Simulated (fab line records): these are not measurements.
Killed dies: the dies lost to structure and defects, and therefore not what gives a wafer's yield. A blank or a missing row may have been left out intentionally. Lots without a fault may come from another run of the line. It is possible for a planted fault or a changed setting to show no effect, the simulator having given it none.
Which tool was responsible? -- flow n5-finfet -- 27 wafers sampled from 10 lots at 1 step of a route of 1938

WHAT EACH GAUGE READ, for each wafer
N5_BEOL_M0_SAQP_OVL_MEAS_15.
lot,measured,on,M0_CORE_OVL (nm)
L464,day 5 15:16,overlay-02,0.2 1.3 0.5
L465,day 5 21:16,overlay-02,-0.5 -0.9
L467,day 6 13:29,overlay-02,0.7 1.5 1.1
L470,day 7 06:04,overlay-02,-0.8 0.0 -0.8
L476,day 8 16:02,overlay-01,0.0 0.1
L481,day 9 23:09,overlay-01,-0.4 0.0 -0.6
L482,day 10 06:56,overlay-01,-1.0 -1.3 -0.2
L483,day 10 09:56,overlay-01,-0.1 0.6 0.5
L484,day 10 13:40,overlay-01,-0.9 -1.1
L485,day 10 21:12,overlay-01,-0.5 -1.4 -0.6

TOOL THAT RAN EACH LOT (tool first, then ch and the chambers of the sampled wafers, then the start)
No process step before these readings appears in the record.

THE ANSWER, worked out from the rows above alone
Rule: the lots themselves supply what counts as usual. Put in order of their means at a reading, lots are off if they are a third of the lots or fewer, leave a main group of 4 or more, and stand apart from it by a gap of 3 or more times the standard deviation of the main group's means; of several such gaps the widest counts. Not used: any main group whose means are identical at the precision the tables above print for the reading. Also off: a lot with no number at a reading for which 4 or more lots have one. All remaining lots with rows at the step are treated as sound.
No lot is off at any reading shown: from this, nothing can be told.

WHAT THE SIMULATOR PUT IN
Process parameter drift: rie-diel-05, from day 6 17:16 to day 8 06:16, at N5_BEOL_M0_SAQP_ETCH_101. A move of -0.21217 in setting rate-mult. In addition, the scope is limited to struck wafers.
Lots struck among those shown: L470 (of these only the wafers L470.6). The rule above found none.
